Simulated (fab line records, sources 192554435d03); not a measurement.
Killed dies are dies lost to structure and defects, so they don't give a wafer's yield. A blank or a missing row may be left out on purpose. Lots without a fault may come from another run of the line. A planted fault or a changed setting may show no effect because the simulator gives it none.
fab line records | flow n5_finfet
record lots=7 wafers=18 last_day=18
route steps=1938 shown FIN_SAQP@130 BEOL_M4@1111
lots that met no fault: from a run of the same line without faults
start_h: hours from the record's first day to the start of the lot's first wafer shown | wait_h: hours since the lot's step before | " the same as in the row above | L1.1+2: a row that stands for several wafers | - no value, or no start given | * or withheld: withheld | < > ~ a bound
route shown NAME@n: a module of which the file shows steps, and the number in the route of the first | usual: mean/standard deviation of fault-free wafers | same: alike in all rows | chamber/n: place in a boat | sites: the reading at each site | _std_site: their standard deviation | _edge_site: outer sites' mean less inner sites' | radius_mm: how far each site lies from the wafer's centre | mask NAME#n: copy n | behind: the tool/chamber that last shaped the wafer | hold: why the lot was held/for how many hours/how that ended | device: the transistor (n, p or np) that didn't switch | end of line: the same wafers' tests at the end of the route | a step without rows: its recipe alone | killed: dies lost to structure and defects at the first sort, not the wafer's yield | map: a wafer's dies, x killed, . not, _ none there
set.NAME: the setting as run; set.NAME@STEP: as run at that earlier step | model.NAME: the simulator's own value behind a step, which no gauge read
lots at some steps of the route; a table a step, a row a wafer
services: from which hour (start_h, from the record's first day; less than 0 if before it) a tool's chamber was out of use, for how many hours, and why
## steps
# step N5_FIN_SAQP_ETCH_65
# recipe chemistry=CF4 target=SiO2 target_depth_a=40 ion_energy_ev=350 time_s=4.4 pressure_mtorr=10 icp_w=800 bias_w=400 cf4_flow_sccm=80
# step N5_FIN_SAQP_MANDREL_ETCH_58
# recipe chemistry=HBr/Cl2 target=a-Si target_depth_a=450 bt_time_s=10 stop_on=SiNx mask_material=SiO2 over_etch_frac=0.8 time_s=27 pressure_mtorr=10 icp_w=800 bias_w=75 HBr_flow_sccm=150 Cl2_flow_sccm=80 ends=end_point
# usual drypump_motor_current_A=5.6/0.47 oes_product_au=0.701/0.014 throttle_valve_pct=35.5/0.33
# columns lot.wafer tool chamber start_h wait_h drypump_motor_current_A oes_product_au rf_hours_counter_h throttle_valve_pct
L462.1 rie_si-04 3 60.20 0.0 5.3 0.711 179 34.9
L462.4 " 1 " " 5.2 0.710 8 35.1
L462.5 " 3 " " 5.3 0.710 - 34.9
L464.1 rie_si-03 2 72.47 0.0 5.9 0.692 3 35.5
L464.3 " 1 " " 6.1 0.678 140 36.1
L466.1 rie_si-01 0 86.86 0.0 6.3 0.698 34 35.5
L466.2 " 3 " " 4.8 0.676 91 35.6
L468.2 rie_si-01 1 96.30 0.0 5.8 0.723 149 35.5
L468.3 " 2 " " 5.3 0.705 37 35.9
L475.1 rie_si-03 0 138.75 0.0 5.7 0.684 10 35.3
L475.4 " 3 " " 6.4 0.727 91 35.5
L475.6 " 2 " " 5.9 0.712 - 35.5
L476.2 rie_si-04 0 143.77 0.0 5.9 0.713 77 35.8
L476.3 " 2 " " 5.2 0.687 112 35.2
L476.4 " 1 " " 5.2 0.705 10 35.1
L479.1 rie_si-01 3 163.28 0.0 4.8 0.669 92 35.6
L479.4 " 1 " " 5.9 0.716 150 35.5
L479.6 " 0 " " 6.4 0.706 - 35.5
# step N5_FIN_SAQP_RECESS_63
# recipe chemistry=HF/NH3 target=SiO2 target_depth_a=180 afs_cycles=3 temp_c=30 sublimation_temp_c=180 sublimation_time_s=60
# usual drypump_motor_current_A=6.25/0.22 foreline_p_Torr=0.1279/0.0004
# same afs_cycles=3
# columns lot.wafer tool chamber start_h wait_h drypump_motor_current_A foreline_p_Torr
L462.1 vapor_etch-02 0 60.28 0.1 5.89 0.1285
L462.4 " 0 " " 5.90 0.1280
L462.5 " 1 " " 6.30 0.1274
L464.1 vapor_etch-02 1 72.55 0.1 6.29 0.1280
L464.3 " 1 " " 6.32 0.1279
L466.1 vapor_etch-01 1 86.94 0.1 6.52 0.1279
L466.2 " 0 " " 6.22 0.1286
L468.2 vapor_etch-01 0 96.38 0.1 6.21 0.1275
L468.3 " 1 " " 6.53 0.1277
L475.1 vapor_etch-02 0 138.83 0.1 5.91 0.1275
L475.4 " 1 " " 6.32 0.1274
L475.6 " 1 " " 6.27 0.1271
L476.2 vapor_etch-01 0 143.88 0.1 6.18 0.1280
L476.3 " 1 " " 6.52 0.1264
L476.4 " 0 " " 6.19 0.1281
L479.1 vapor_etch-02 0 163.36 0.1 5.89 0.1280
L479.4 " 0 " " 5.91 0.1276
L479.6 " 0 " " 5.93 0.1286
# step N5_FIN_SAQP_COAT_68
# recipe resist=SOC temp_c=250 time_s=60 spin_rpm=1500 resist_thk_nm=100
# step N5_FIN_SAQP_ETCH_69
# recipe chemistry=N2/H2 target=SOC target_depth_a=1500 stop_on=SiNx ion_energy_ev=100 bias_w=61 pressure_mtorr=30 source_w=850 n2_flow_sccm=200 h2_flow_sccm=200
# step N5_FIN_SAQP_ETCH_67
# recipe chemistry=CH3F/O2 target=SiNx target_depth_a=300 mask_material=SOC pressure_mtorr=30 source_w=395 bias_w=73 Ar_flow_sccm=150 CH3F_flow_sccm=30 O2_flow_sccm=20 ion_energy_ev=120
# step N5_FIN_SAQP_STRIP_70
# recipe chemistry=N2/H2 power_w=500 temp_c=40 pressure_mtorr=50 rf_frequency_hz=6e+07 overash_fraction=0.3 bias_power_w=28 h2_frac=0.5 n2_flow_sccm=300 h2_flow_sccm=300
# usual drypump_motor_current_A=5.7/0.56 n2_flow_sccm=299.9/0.86 oes_product_au=0.77/0.082 power_w=500.0/1.4 rf_vpp_V=121.8/0.82 showerhead_plenum_p_Torr=3.33/0.09 throttle_valve_pct=19.0/0.36
# columns lot.wafer tool chamber start_h wait_h drypump_motor_current_A n2_flow_sccm oes_product_au power_w rf_hours_counter_h rf_vpp_V showerhead_plenum_p_Torr throttle_valve_pct
L462.1 rie_diel-05 0 60.83 0.0 6.1 302.2 0.98 499.9 5 122.2 3.30 18.7
L462.4 " 3 " " 6.1 300.2 0.74 499.7 - 122.1 3.48 19.1
L462.5 " 0 " " 6.1 301.2 0.99 497.3 - 122.0 3.30 18.7
L464.1 rie_diel-05 1 73.10 0.0 5.8 300.0 0.73 501.0 208 120.7 3.32 18.9
L464.3 " 0 " " 6.1 299.4 0.94 499.6 10 122.4 3.30 18.7
L466.1 rie_diel-01 3 87.49 0.0 5.2 300.8 0.69 500.2 213 121.7 3.35 19.2
L466.2 " 1 " " 5.1 301.3 0.77 502.2 128 123.1 3.37 18.7
L468.2 rie_diel-05 3 96.98 0.0 6.1 300.1 0.73 499.2 177 122.4 3.47 19.1
L468.3 " 0 " " 6.1 298.1 0.93 501.3 17 122.1 3.30 18.7
L475.1 rie_diel-05 2 139.38 0.0 5.5 301.8 0.67 497.2 236 123.0 3.46 19.2
L475.4 " 3 " " 6.1 299.0 0.71 498.7 193 123.0 3.46 19.1
L475.6 " 0 " " 6.2 299.2 0.90 497.5 - 120.6 3.29 18.7
L476.2 rie_diel-05 2 144.42 0.0 5.5 300.5 0.66 501.3 238 122.2 3.46 19.2
L476.3 " 1 " " 5.8 299.7 0.70 498.8 235 123.0 3.30 19.0
L476.4 " 0 " " 6.1 299.5 0.89 500.4 36 122.1 3.29 18.7
L479.1 rie_diel-05 3 163.91 0.0 6.1 299.9 0.72 500.0 195 122.3 3.46 19.2
L479.4 " 2 " " 5.5 299.8 0.66 499.2 - 122.2 3.46 19.2
L479.6 " 3 " " 6.1 301.8 0.72 500.4 - 122.4 3.46 19.2
# step N5_FIN_SAQP_RECESS_71
# recipe chemistry=HF/NH3 target=SiO2 target_depth_a=30 afs_cycles=1 temp_c=30 sublimation_temp_c=180 sublimation_time_s=60
# step N5_FIN_SAQP_SPACER2_ALD_28
# recipe material=SiO2 target_thk_a=81 temp_c=300 ald_precursor_family=BDEAS ald_co_reactant=O2-plasma pulse_time_s=1 purge_time_s=2 co_reactant_purge_time_s=2 pressure_torr=2
# step N5_FIN_SAQP_SPACER2_ETCHBACK_29
# recipe chemistry=CHF3/O2 mode=anisotropic_etchback target=SiO2 target_depth_a=122 time_s=6.1 pressure_mtorr=30 source_w=650 bias_w=170 Ar_flow_sccm=200 CHF3_flow_sccm=50 O2_flow_sccm=5 ion_energy_ev=200
# usual drypump_motor_current_A=5.5/0.57 oes_product_au=0.78/0.077 rf_vpp_V=527/6.5 showerhead_plenum_p_Torr=2.39/0.06 throttle_valve_pct=18.89/0.22
# columns lot.wafer tool chamber start_h wait_h drypump_motor_current_A oes_product_au rf_hours_counter_h rf_vpp_V showerhead_plenum_p_Torr throttle_valve_pct
L462.1 rie_diel-06 0 61.63 0.2 5.6 0.82 124 524 2.45 18.96
L462.4 " 2 " " 6.6 0.70 203 520 2.30 18.86
L462.5 " 3 " " 5.5 0.73 - 531 2.32 19.10
L464.1 rie_diel-01 0 73.63 0.2 4.9 0.85 68 532 2.34 18.87
L464.3 " 3 " " 5.2 0.70 208 537 2.38 18.94
L466.1 rie_diel-01 2 88.77 0.2 6.5 0.90 33 519 2.47 18.51
L466.2 " 0 " " 4.9 0.85 73 532 2.34 18.90
L468.2 rie_diel-05 2 97.54 0.2 5.5 0.68 220 537 2.48 18.75
L468.3 " 0 " " 6.1 0.93 18 519 2.37 18.54
L475.1 rie_diel-06 1 139.95 0.2 4.9 0.77 137 515 2.34 19.28
L475.4 " 2 " " 6.6 0.68 232 519 2.29 18.91
L475.6 " 3 " " 5.4 0.69 - 529 2.31 19.15
L476.2 rie_diel-01 2 144.97 0.2 6.4 0.86 54 520 2.46 18.53
L476.3 " 0 " " 4.9 0.81 94 531 2.33 18.92
L476.4 " 1 " " 5.1 0.75 149 526 2.40 18.77
L479.1 rie_diel-05 3 164.46 0.2 6.1 0.72 196 528 2.49 19.29
L479.4 " 2 " " 5.5 0.67 - 538 2.47 18.76
L479.6 " 1 " " 5.8 0.70 - 526 2.39 19.08
# step N5_FIN_SAQP_MANDREL2_REMOVE_60
# recipe chemistry=HBr/Cl2/O2 bt_time_s=10 target=a-Si stop_on=SiNx endpoint=OES-SiCl over_etch_frac=1 icp_w=600 bias_w=22 HBr_flow_sccm=150 Cl2_flow_sccm=80 O2_flow_sccm=5 pressure_mtorr=10
# usual drypump_motor_current_A=5.7/0.49 oes_product_au=1.005/0.02 throttle_valve_pct=36.6/0.32
# columns lot.wafer tool chamber start_h wait_h drypump_motor_current_A oes_product_au rf_hours_counter_h throttle_valve_pct
L462.1 rie_si-03 1 61.72 0.1 6.2 0.980 140 37.3
L462.4 " 0 " " 5.6 0.988 9 36.4
L462.5 " 3 " " 6.4 1.030 - 36.7
L464.1 rie_si-01 3 73.71 0.1 4.8 0.974 90 36.7
L464.3 " 1 " " 5.8 1.043 149 36.6
L466.1 rie_si-01 3 88.86 0.1 4.8 0.989 91 36.7
L466.2 " 1 " " 5.8 1.041 149 36.6
L468.2 rie_si-04 1 97.62 0.1 5.2 0.996 9 36.3
L468.3 " 0 " " 5.9 1.025 76 37.0
L475.1 rie_si-03 3 140.04 0.1 6.4 1.030 91 36.7
L475.4 " 1 " " 6.2 0.987 141 37.3
L475.6 " 0 " " 5.6 0.992 - 36.4
L476.2 rie_si-04 1 145.05 0.1 5.2 1.010 10 36.3
L476.3 " 2 " " 5.2 0.997 112 36.3
L476.4 " 3 " " 5.3 1.005 181 36.0
L479.1 rie_si-04 3 164.54 0.1 5.3 0.999 181 36.0
L479.4 " 1 " " 5.2 1.011 10 36.3
L479.6 " 1 " " 5.2 1.004 - 36.3
# step N5_FIN_SAQP_CD_MEAS_31
# recipe target_cd_nm=8 landing_energy_ev=1000 detector=se_inlens polarity=line
# usual cd_nm=8.14/0.21
# columns lot.wafer tool chamber start_h wait_h cd_nm
L462.1 cd_sem-03 0 61.83 0.1 7.91
L462.4 " 0 " " 7.81
L462.5 " 0 " " 8.26
L464.1 cd_sem-03 0 73.83 0.1 8.32
L464.3 " 0 " " 7.87
L466.1 cd_sem-01 0 88.97 0.1 8.33
L466.2 " 0 " " 7.97
L468.2 cd_sem-01 0 97.73 0.1 7.87
L468.3 " 0 " " 8.39
L475.1 cd_sem-01 0 140.15 0.1 8.33
L475.4 " 0 " " 8.12
L475.6 " 0 " " 8.40
L476.2 cd_sem-01 0 145.16 0.1 8.22
L476.3 " 0 " " 7.96
L476.4 " 0 " " 8.15
L479.1 cd_sem-02 0 164.65 0.1 8.32
L479.4 " 0 " " 8.26
L479.6 " 0 " " 8.49
# step N5_FIN_SAQP_HM_OPEN_33
# recipe chemistry=CH3F/O2 target=SiNx mask_material=SiO2 target_depth_a=494 time_s=70.6 pressure_mtorr=30 source_w=395 bias_w=73 Ar_flow_sccm=150 CH3F_flow_sccm=30 O2_flow_sccm=20 ion_energy_ev=120 ends=cleared
# usual CH3F_flow_sccm=30.02/0.082 drypump_motor_current_A=5.6/0.6 etch_rf_on_time_s=69.0/1.4 oes_product_au=0.66/0.063 rf_fwd_power_W=390.7/1.3 rf_vpp_V=298/3.8 showerhead_plenum_p_Torr=1.98/0.052 throttle_valve_pct=16.33/0.23
# columns lot.wafer tool chamber start_h wait_h CH3F_flow_sccm drypump_motor_current_A etch_rf_on_time_s oes_product_au rf_fwd_power_W rf_hours_counter_h rf_vpp_V showerhead_plenum_p_Torr throttle_valve_pct
L462.1 rie_diel-06 3 61.88 0.0 29.95 5.5 69.8 0.62 392.6 174 303 1.92 16.53
L462.4 " 0 " " 30.01 5.6 67.7 0.69 391.9 124 298 2.03 16.40
L462.5 " 0 " " 29.90 5.6 68.3 0.69 390.7 - 296 2.03 16.40
L464.1 rie_diel-01 1 73.88 0.0 29.98 5.1 39.6 0.92 387.7 123 298 2.00 16.21
L464.3 " 0 " " 30.04 4.9 39.3 1.02 386.8 68 302 1.94 16.33
L466.1 rie_diel-01 3 89.08 0.1 30.10 5.3 40.7 0.83 382.9 213 303 1.97 16.44
L466.2 " 2 " " 30.15 6.4 65.9 0.78 390.3 33 294 2.05 15.92
L468.2 rie_diel-01 0 97.82 0.1 29.95 4.9 68.9 0.72 391.5 77 301 1.94 16.32
L468.3 " 3 " " 29.99 5.2 40.9 0.82 385.2 217 304 1.97 16.43
L475.1 rie_diel-05 2 140.20 0.0 30.00 5.5 69.6 0.58 390.6 236 305 2.06 16.27
L475.4 " 1 " " 29.82 5.8 69.9 0.60 392.0 233 299 1.98 16.54
L475.6 " 3 " " 30.00 6.1 70.1 0.62 389.7 - 301 2.07 16.70
L476.2 rie_diel-06 3 145.28 0.1 30.03 5.4 69.4 0.60 390.0 206 301 1.91 16.60
L476.3 " 2 " " 29.98 6.6 67.9 0.58 393.6 234 294 1.89 16.36
L476.4 " 1 " " 29.95 4.9 70.2 0.66 390.3 139 293 1.94 16.72
L479.1 rie_diel-01 3 164.73 0.1 29.97 5.2 70.5 0.58 388.5 245 303 1.96 16.46
L479.4 " 0 " " 29.93 4.9 69.6 0.69 390.2 - 301 1.93 16.37
L479.6 " 2 " " 30.06 6.4 69.1 0.72 389.7 - 294 2.04 15.98
# step N5_FIN_SAQP_ETCH_34
# recipe chemistry=C4F6/O2 target=SiO2 target_depth_a=450 time_s=15 ion_energy_ev=250 pressure_mtorr=30 source_w=345 bias_w=185 Ar_flow_sccm=300 C4F6_flow_sccm=10 O2_flow_sccm=10 ends=cleared
# step N5_BEOL_M4_RC_MEAS_101
# usual DIBL_N=36.0/1.8 DIBL_P=36.3/2.4 IOFF_N=0.16/0.035 IOFF_P=0.21/0.036 ION_N=673/13 ION_P=461/7.2 SS_N=71.4/0.6 SS_P=73.2/0.7 VT_N=250/4 VT_P=-250.9/2.9
# columns lot.wafer tool chamber start_h wait_h DIBL_N[mV/V] DIBL_P[mV/V] IOFF_N[nA/um] IOFF_P[nA/um] ION_N[uA/um] ION_P[uA/um] SS_N[mV/dec] SS_P[mV/dec] VT_N[mV] VT_P[mV]
L462.1 prober-01 0 215.04 0.0 35.6 36.2 0.14 0.18 672 458 71.8 73.1 251 -252.8
L462.4 " 0 " " 35.2 36.3 0.15 0.19 679 463 71.1 74.0 253 -249.2
L462.5 " 0 " " 36.9 38.8 0.17 0.23 680 467 72.2 74.6 248 -252.6
L464.1 prober-01 0 220.82 0.0 35.0 36.7 0.15 0.17 666 447 71.3 72.6 248 -254.2
L464.3 " 0 " " 36.5 38.6 0.16 0.21 670 456 71.4 73.8 248 -254.2
L466.1 prober-02 0 244.00 0.0 39.6 41.2 0.25 0.28 696 471 72.2 74.6 244 -248.5
L466.2 " 0 " " 36.3 37.8 0.18 0.22 693 467 71.2 73.0 247 -251.7
L468.2 prober-01 0 248.23 0.2 34.3 33.0 0.11 0.16 647 447 72.1 71.8 254 -256.0
L468.3 " 0 " " 38.4 38.1 0.20 0.23 671 455 72.2 73.1 248 -248.3
L475.1 prober-01 0 281.20 0.0 35.8 36.1 0.14 0.19 667 454 71.3 73.7 254 -248.7
L475.4 " 0 " " 34.6 34.1 0.12 0.16 641 444 71.3 73.0 258 -252.7
L475.6 " 0 " " 37.2 37.5 0.17 0.23 680 468 71.4 73.7 249 -247.9
L476.2 prober-02 0 287.13 0.2 34.3 33.6 0.12 0.17 654 458 70.7 72.4 253 -252.0
L476.3 " 0 " " 37.3 36.4 0.17 0.21 680 460 71.5 73.5 248 -250.0
L476.4 " 0 " " 34.4 33.1 0.11 0.16 662 458 70.4 72.9 253 -258.8
L479.1 prober-01 0 318.29 0.0 38.7 38.4 0.19 0.24 686 467 72.1 73.6 246 -247.2
L479.4 " 0 " " 39.2 37.3 0.19 0.22 676 459 71.9 74.3 248 -250.4
L479.6 " 0 " " 38.1 37.2 0.17 0.22 672 456 72.2 73.8 247 -249.7
## services
# columns tool chamber start_h hours kind
vapor_etch-02 - 50.42 2.8 pm
rie_diel-05 1 57.17 13.0 repair
rie_si-04 0 78.27 18.3 repair
rie_diel-06 0 82.08 7.0 repair
rie_si-01 0 90.11 5.1 repair
rie_diel-01 - 90.23 0.2 repair
rie_si-01 3 125.67 4.9 repair
rie_diel-05 - 147.49 16.3 repair
rie_diel-01 1 164.18 2.6 repair
## key
first_sign step=N5_FIN_SAQP_HM_OPEN_33 reading=etch_rf_on_time_s direction=down sigmas=21 usual=* struck=*
effect step=N5_FIN_SAQP_HM_OPEN_33 reading=oes_product_au direction=up sigmas=3.8 usual=0.66 struck=0.90
met_at N5_FIN_SAQP_HM_OPEN_33
struck_wafers L464.1,L464.3,L466.1,L468.3
fault kind=process_parameter_drift tool=rie_diel-01 chamber=- onset_h=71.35 steps=N5_FIN_SAQP_HM_OPEN_33 channel=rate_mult offset=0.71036 shape=step end_h=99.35 scope=struck_wafers_only
